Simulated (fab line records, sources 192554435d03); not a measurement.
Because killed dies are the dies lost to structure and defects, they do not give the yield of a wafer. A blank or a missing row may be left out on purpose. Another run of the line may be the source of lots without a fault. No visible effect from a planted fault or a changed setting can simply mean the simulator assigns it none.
Which tool was responsible?	flow n5 finfet	Sampling: 21 lots, 63 wafers, 6 of 1938 route steps

## WHAT THE GAUGES SHOWED, per wafer
Not one reading of a measure or inspect step in the record can be checked against a usual standard deviation.

## TOOL THAT RAN EACH LOT (tool first, then ch and the chambers of the sampled wafers, then the start)
lot	N5_BEOL_M0_SAQP_CUT_ETCH_46	N5_BEOL_M0_SAQP_ETCH_49	N5_BEOL_M0_HM_OPEN_105	N5_BEOL_M0_TRENCH_ETCH_107	N5_BEOL_M0_STRIP_142	N5_BEOL_M0_ALD_136
L074	rie diel-04 ch 1,2, day 5 21:50	rie diel-06 ch 2,3, day 5 22:34	rie metal-01 ch 0, day 6 01:04	rie diel-03 ch 1,2, day 6 01:58	rie diel-03 ch 1,2, day 6 01:59	ald metal-03 ch 0,2,3, day 6 02:54
L075	rie diel-05 ch 0,1,3, day 6 01:15	rie diel-04 ch 0,1,2, day 6 01:59	rie metal-03 ch 0,1, day 6 02:47	rie diel-01 ch 0,2,3, day 6 03:15	rie diel-01 ch 0,2,3, day 6 03:16	ald metal-01 ch 0,1,3, day 6 03:58
L076	rie diel-04 ch 0,1,2, day 6 06:32	rie diel-04 ch 0,1, day 6 07:19	rie metal-03 ch 0,1, day 6 09:01	rie diel-02 ch 1,3, day 6 09:26	rie diel-02 ch 1,3, day 6 09:28	ald metal-04 ch 0,1,3, day 6 10:04
L077	rie diel-06 ch 1,2,3, day 6 07:10	rie diel-06 ch 1,2,3, day 6 07:54	rie metal-02 ch 0,1, day 6 08:56	rie diel-01 ch 1,2,3, day 6 09:21	rie diel-01 ch 1,2,3, day 6 09:22	ald metal-03 ch 0,1,2, day 6 10:01
L078	rie diel-05 ch 1,3, day 6 20:16	rie diel-04 ch 0,1,2, day 6 21:03	rie metal-01 ch 0,1, day 6 22:47	rie diel-02 ch 2,3, day 6 23:27	rie diel-02 ch 2,3, day 6 23:28	ald metal-04 ch 0,1,2, day 7 00:52
L079	rie diel-06 ch 0,1, day 6 22:29	rie diel-06 ch 1,2, day 6 23:12	rie metal-03 ch 1, day 7 00:10	rie diel-01 ch 1,2,3, day 7 01:29	rie diel-01 ch 1,2,3, day 7 01:31	ald metal-03 ch 1,2,3, day 7 03:28
L080	rie diel-04 ch 0,1,2, day 7 01:08	rie diel-05 ch 0,2,3, day 7 01:52	rie metal-03 ch 0,1, day 7 02:58	rie diel-03 ch 1,2, day 7 03:47	rie diel-03 ch 1,2, day 7 03:49	ald metal-01 ch 0,1, day 7 04:29
L082	rie diel-05 ch 0,1,3, day 7 14:04	rie diel-04 ch 0,3, day 7 16:04	rie metal-03 ch 0,1, day 7 17:07	rie diel-03 ch 1,3, day 7 17:47	rie diel-03 ch 1,3, day 7 17:49	ald metal-04 ch 0,1,3, day 7 18:53
L083	rie diel-05 ch 1,2, day 7 21:22	rie diel-06 ch 0,3, day 7 22:05	rie metal-01 ch 1, day 7 23:07	rie diel-03 ch 1,2,3, day 8 00:08	rie diel-03 ch 1,2,3, day 8 00:10	ald metal-03 ch 0,2,3, day 8 00:56
L084	rie diel-06 ch 2,3, day 8 15:14	rie diel-04 ch 0,2,3, day 8 15:58	rie metal-03 ch 0,1, day 8 18:20	rie diel-02 ch 0,1, day 8 18:53	rie diel-02 ch 0,1, day 8 18:54	ald metal-01 ch 0,2,3, day 8 20:13
L086	rie diel-04 ch 0,1,3, day 8 15:25	rie diel-06 ch 1,2, day 8 16:22	rie metal-01 ch 0,1, day 8 17:52	rie diel-02 ch 0,3, day 8 18:42	rie diel-02 ch 0,3, day 8 18:43	ald metal-01 ch 1,2,3, day 8 19:43
L085	rie diel-05 ch 0,3, day 8 18:05	rie diel-06 ch 1,2, day 8 18:49	rie metal-02 ch 0,1, day 8 20:01	rie diel-02 ch 1,2,3, day 8 20:20	rie diel-02 ch 1,2,3, day 8 20:21	ald metal-04 ch 0,1,2, day 8 20:52
L087	rie diel-04 ch 0,2,3, day 8 18:52	rie diel-06 ch 1,2, day 8 19:36	rie metal-03 ch 0,1, day 8 20:31	rie diel-01 ch 0,1,2, day 8 20:52	rie diel-01 ch 0,1,2, day 8 20:54	ald metal-01 ch 0,1, day 8 22:05
L088	rie diel-06 ch 0,2,3, day 9 04:40	rie diel-04 ch 1,2,3, day 9 05:32	rie metal-03 ch 0,1, day 9 06:33	rie diel-02 ch 1,2,3, day 9 07:21	rie diel-02 ch 1,2,3, day 9 07:23	ald metal-04 ch 1,2,3, day 9 08:13
L089	rie diel-04 ch 0,1,3, day 9 10:56	rie diel-05 ch 1,2,3, day 9 11:44	rie metal-02 ch 0,1, day 9 14:40	rie diel-01 ch 0,3, day 9 15:05	rie diel-01 ch 0,3, day 9 15:06	ald metal-03 ch 1,2,3, day 9 16:26
L090	rie diel-06 ch 0,1,2, day 9 14:55	rie diel-05 ch 0,2,3, day 9 15:53	rie metal-01 ch 0,1, day 9 21:59	rie diel-03 ch 0,1,2, day 9 22:29	rie diel-03 ch 0,1,2, day 9 22:30	ald metal-04 ch 0,1,3, day 9 23:26
L091	rie diel-05 ch 0,1,3, day 9 21:18	rie diel-04 ch 1,2, day 9 22:02	rie metal-01 ch 0,1, day 9 22:58	rie diel-01 ch 0,2,3, day 9 23:53	rie diel-01 ch 0,2,3, day 9 23:55	ald metal-03 ch 0,2,3, day 10 02:04
L093	rie diel-04 ch 0,2,3, day 10 10:50	rie diel-04 ch 0,1,3, day 10 11:36	rie metal-03 ch 0,1, day 10 12:47	rie diel-03 ch 1,2, day 10 13:14	rie diel-03 ch 1,2, day 10 13:15	ald metal-03 ch 1,2,3, day 10 15:34
L094	rie diel-06 ch 0,2,3, day 10 17:59	rie diel-04 ch 0,1,2, day 10 18:49	rie metal-02 ch 0,1, day 10 21:34	rie diel-03 ch 0,2,3, day 10 21:56	rie diel-03 ch 0,2,3, day 10 21:57	ald metal-01 ch 0,1, day 10 22:47
L097	rie diel-04 ch 0,2,3, day 11 11:23	rie diel-04 ch 2,3, day 11 12:13	rie metal-03 ch 0,1, day 12 00:08	rie diel-01 ch 1,2, day 12 00:41	rie diel-01 ch 1,2, day 12 00:43	ald metal-01 ch 0,1, day 12 01:22
L096	rie diel-05 ch 0,1, day 11 12:02	rie diel-04 ch 0,2,3, day 11 12:56	rie metal-02 ch 0,1, day 11 22:31	rie diel-03 ch 0,1,2, day 11 22:56	rie diel-03 ch 0,1,2, day 11 22:57	ald metal-04 ch 0,2,3, day 11 23:57
- N5_BEOL_M0_SAQP_CUT_ETCH_46: etches SOC in N2/H2, target depth 135 nm, overetch 27 nm, time 202.5 s.
- N5_BEOL_M0_SAQP_ETCH_49: etches SiO2 in CF4/O2, target depth 37 nm.
- N5_BEOL_M0_HM_OPEN_105: chemistry Cl2/BCl3, target TiN, target depth 12 nm.
- N5_BEOL_M0_TRENCH_ETCH_107: etches SiOC in C4F6/O2, target depth 32.8 nm, time 16.4 s.
- N5_BEOL_M0_STRIP_142: strips in N2/H2, time 10 s.
- N5_BEOL_M0_ALD_136: deposits TaN, pulse time 2 s, purge time 3 s, co reactant purge time 2 s.

## WHAT THE TOOLS THEMSELVES READ (means of the sampled wafers that have a number; where no wafer has one, the mark that the record gives instead)
N5_BEOL_M0_SAQP_CUT_ETCH_46. Usual: drypump motor current A 5.7 A, standard deviation 0.41; rf vpp V 523.8 V, standard deviation 2.3; showerhead plenum p Torr 2.54 Torr, standard deviation 0.079; throttle valve pct 17.85 %, standard deviation 0.23.
lot	tool	drypump motor current A (A)	rf vpp V (V)	showerhead plenum p Torr (Torr)	throttle valve pct (%)	flag
L074	rie diel-04	6.1	523.6	2.58	18.01	
L075	rie diel-05	5.7	524.0	2.51	17.87	
L076	rie diel-04	6.0	524.2	2.54	18.00	
L077	rie diel-06	5.6	524.8	2.57	17.73	
L078	rie diel-05	5.6	521.0	2.44	17.81	
L079	rie diel-06	5.8	522.8	2.50	17.84	
L080	rie diel-04	6.0	523.9	2.53	18.00	
L082	rie diel-05	5.7	522.6	2.51	17.89	
L083	rie diel-05	5.2	524.1	2.53	17.69	
L084	rie diel-06	5.5	526.5	2.64	17.64	
L086	rie diel-04	5.5	523.7	2.55	17.95	
L085	rie diel-05	5.9	524.5	2.58	17.98	
L087	rie diel-04	5.8	522.1	2.50	17.94	
L088	rie diel-06	5.6	525.5	2.63	17.75	
L089	rie diel-04	5.5	523.6	2.55	17.97	
L090	rie diel-06	5.8	524.4	2.56	17.86	
L091	rie diel-05	5.7	521.7	2.50	17.93	
L093	rie diel-04	5.7	522.3	2.50	17.95	
L094	rie diel-06	5.6	526.1	2.63	17.63	
L097	rie diel-04	5.7	522.4	2.50	17.96	
L096	rie diel-05	5.7	522.8	2.48	18.10	

N5_BEOL_M0_SAQP_ETCH_49. Usual: O2_flow_sccm 10.01 sccm, standard deviation 0.032; drypump motor current A 5.7 A, standard deviation 0.42; oes product au 0.77 a.u., standard deviation 0.082; rf vpp V 242 V, standard deviation 3.1; showerhead plenum p Torr 2.20 Torr, standard deviation 0.064; throttle valve pct 15.95 %, standard deviation 0.19.
lot	tool	O2_flow_sccm (sccm)	drypump motor current A (A)	oes product au (a.u.)	rf vpp V (V)	showerhead plenum p Torr (Torr)	throttle valve pct (%)	flag
L074	rie diel-06	9.98	5.7	0.74	245	2.29	15.86	
L075	rie diel-04	10.01	6.0	0.73	243	2.20	16.08	
L076	rie diel-04	10.00	5.7	0.81	243	2.20	15.88	
L077	rie diel-06	10.02	5.6	0.75	243	2.23	15.89	
L078	rie diel-04	10.02	6.0	0.72	242	2.20	16.10	
L079	rie diel-06	10.03	5.9	0.73	243	2.23	15.99	
L080	rie diel-05	9.99	5.6	0.82	240	2.22	15.85	
L082	rie diel-04	10.03	5.4	0.82	241	2.17	15.93	
L083	rie diel-06	10.01	5.6	0.71	244	2.27	15.77	
L084	rie diel-04	9.98	5.7	0.86	239	2.17	15.94	
L086	rie diel-06	10.01	5.8	0.73	241	2.17	16.01	
L085	rie diel-06	10.03	5.9	0.72	244	2.23	16.00	
L087	rie diel-06	10.02	5.9	0.72	243	2.23	15.99	
L088	rie diel-04	10.01	5.8	0.80	241	2.21	16.03	
L089	rie diel-05	9.97	5.4	0.80	241	2.16	15.79	
L090	rie diel-05	10.01	5.6	0.80	240	2.22	15.88	
L091	rie diel-04	9.98	6.1	0.76	242	2.23	16.01	
L093	rie diel-04	9.98	5.5	0.74	242	2.21	16.04	
L094	rie diel-04	9.98	6.0	0.81	242	2.19	15.95	
L097	rie diel-04	10.00	5.6	0.81	238	2.18	16.08	
L096	rie diel-04	10.01	5.7	0.83	240	2.17	16.00	

N5_BEOL_M0_HM_OPEN_105. Usual: drypump motor current A 5.7 A, standard deviation 0.4; he backside leak sccm 3.47 sccm, standard deviation 0.27; oes product au 0.78 a.u., standard deviation 0.097; throttle valve pct 22.02 %, standard deviation 0.19.
lot	tool	drypump motor current A (A)	he backside leak sccm (sccm)	oes product au (a.u.)	throttle valve pct (%)	flag
L074	rie metal-01	5.5	3.66	0.59	22.43	
L075	rie metal-03	5.6	3.21	0.83	21.87	
L076	rie metal-03	5.6	3.33	0.84	21.97	
L077	rie metal-02	5.3	3.46	0.65	21.93	
L078	rie metal-01	5.8	3.43	0.68	22.35	
L079	rie metal-03	5.7	3.14	0.80	21.78	
L080	rie metal-03	5.6	3.41	0.83	21.98	
L082	rie metal-03	5.6	3.30	0.81	21.89	
L083	rie metal-01	6.2	3.64	0.84	22.18	
L084	rie metal-03	5.6	3.45	0.83	21.98	
L086	rie metal-01	5.7	3.41	0.92	22.10	
L085	rie metal-02	5.3	3.43	0.64	21.93	
L087	rie metal-03	5.6	3.41	0.81	21.98	
L088	rie metal-03	5.7	4.12	0.80	21.89	
L089	rie metal-02	5.7	3.72	0.64	22.07	
L090	rie metal-01	6.0	3.51	0.87	22.16	
L091	rie metal-01	6.0	3.50	0.86	22.16	
L093	rie metal-03	5.6	3.25	0.80	21.90	
L094	rie metal-02	5.3	3.45	0.64	21.95	
L097	rie metal-03	5.6	3.36	0.81	21.99	
L096	rie metal-02	5.7	3.66	0.64	22.07	

N5_BEOL_M0_TRENCH_ETCH_107. Usual: O2_flow_sccm 10.00 sccm, standard deviation 0.033; drypump motor current A 5.9 A, standard deviation 0.43; oes product au 0.79 a.u., standard deviation 0.089; rf vpp V 663 V, standard deviation 7.1; showerhead plenum p Torr 2.84 Torr, standard deviation 0.091; throttle valve pct 20.69 %, standard deviation 0.22.
lot	tool	O2_flow_sccm (sccm)	drypump motor current A (A)	oes product au (a.u.)	rf vpp V (V)	showerhead plenum p Torr (Torr)	throttle valve pct (%)	flag
L074	rie diel-03	10.01	6.2	0.73	671	2.80	20.72	
L075	rie diel-01	9.99	6.0	0.79	660	2.93	20.56	
L076	rie diel-02	10.00	5.5	0.77	669	2.83	20.86	
L077	rie diel-01	10.03	5.9	0.86	660	2.89	20.55	
L078	rie diel-02	10.02	5.8	0.87	668	2.90	20.97	
L079	rie diel-01	10.02	5.9	0.85	659	2.88	20.56	
L080	rie diel-03	10.02	6.0	0.73	667	2.86	20.74	
L082	rie diel-03	10.02	6.0	0.72	664	2.90	20.91	
L083	rie diel-03	10.00	6.2	0.71	666	2.82	20.90	
L084	rie diel-02	9.96	5.3	0.76	663	2.81	20.58	
L086	rie diel-02	9.96	5.6	0.79	665	2.87	20.63	
L085	rie diel-02	10.02	5.4	0.80	663	2.83	20.92	
L087	rie diel-01	10.02	5.9	0.86	655	2.84	20.51	
L088	rie diel-02	10.01	5.5	0.80	664	2.83	20.92	
L089	rie diel-01	9.98	6.2	0.86	666	2.97	20.47	
L090	rie diel-03	10.00	6.2	0.79	668	2.81	20.62	
L091	rie diel-01	9.99	6.0	0.83	660	2.91	20.49	
L093	rie diel-03	9.99	6.0	0.70	667	2.85	20.80	
L094	rie diel-03	10.01	6.3	0.87	667	2.77	20.66	
L097	rie diel-01	9.99	5.7	0.76	652	2.80	20.65	
L096	rie diel-03	10.06	6.2	0.76	669	2.80	20.65	

N5_BEOL_M0_STRIP_142. Usual: drypump motor current A 5.9 A, standard deviation 0.43; oes product au 0.79 a.u., standard deviation 0.09; rf vpp V 59.2 V, standard deviation 0.87; showerhead plenum p Torr 2.54 Torr, standard deviation 0.084; throttle valve pct 23.48 %, standard deviation 0.22.
lot	tool	drypump motor current A (A)	oes product au (a.u.)	rf vpp V (V)	showerhead plenum p Torr (Torr)	throttle valve pct (%)	flag
L074	rie diel-03	6.2	0.73	58.2	2.49	23.46	
L075	rie diel-01	5.9	0.79	59.5	2.62	23.33	
L076	rie diel-02	5.5	0.77	58.7	2.52	23.58	
L077	rie diel-01	5.9	0.85	59.2	2.58	23.40	
L078	rie diel-02	5.8	0.87	59.6	2.58	23.58	
L079	rie diel-01	5.9	0.85	59.3	2.57	23.41	
L080	rie diel-03	6.0	0.73	59.3	2.56	23.49	
L082	rie diel-03	6.0	0.71	59.5	2.59	23.72	
L083	rie diel-03	6.2	0.72	59.9	2.52	23.69	
L084	rie diel-02	5.2	0.75	58.9	2.50	23.47	
L086	rie diel-02	5.6	0.78	58.8	2.55	23.41	
L085	rie diel-02	5.4	0.81	58.5	2.52	23.65	
L087	rie diel-01	5.9	0.86	58.7	2.54	23.33	
L088	rie diel-02	5.4	0.80	59.5	2.52	23.65	
L089	rie diel-01	6.2	0.87	59.4	2.65	23.27	
L090	rie diel-03	6.2	0.78	59.1	2.51	23.38	
L091	rie diel-01	6.0	0.83	59.8	2.60	23.28	
L093	rie diel-03	6.0	0.70	59.6	2.55	23.55	
L094	rie diel-03	6.3	0.86	59.6	2.46	23.46	
L097	rie diel-01	5.7	0.76	59.2	2.50	23.48	
L096	rie diel-03	6.2	0.76	59.8	2.50	23.40	

N5_BEOL_M0_ALD_136. Usual: 441 W for heater power w, sd 50.
lot	tool	heater power w (W)	flag
L074	ald metal-03	405	
L075	ald metal-01	442	
L076	ald metal-04	479	
L077	ald metal-03	399	
L078	ald metal-04	459	
L079	ald metal-03	409	
L080	ald metal-01	473	
L082	ald metal-04	477	
L083	ald metal-03	409	
L084	ald metal-01	414	
L086	ald metal-01	439	
L085	ald metal-04	452	
L087	ald metal-01	503	
L088	ald metal-04	477	
L089	ald metal-03	408	
L090	ald metal-04	481	
L091	ald metal-03	415	
L093	ald metal-03	407	
L094	ald metal-01	475	
L097	ald metal-01	498	
L096	ald metal-04	470	

## THE ANSWER, worked out from the rows above alone
Rule: lot off if the mean of its wafers having a number is beyond 3 standard deviations from the usual mean. A lot without any number at a reading at which 4 lots or more have one is off too. All remaining lots with rows at the step are treated as sound. The gauges are gone through in route order, then the tools' own readings, and for those a lot's mean is taken as printed above. The first step at which some lot is off is used, and at that step the reading that is off furthest; a lot without a number counts as furthest.
No lot is off on any of the readings shown, so nothing can be concluded from this.

## WHAT HAD BEEN PUT IN BY THE SIMULATOR
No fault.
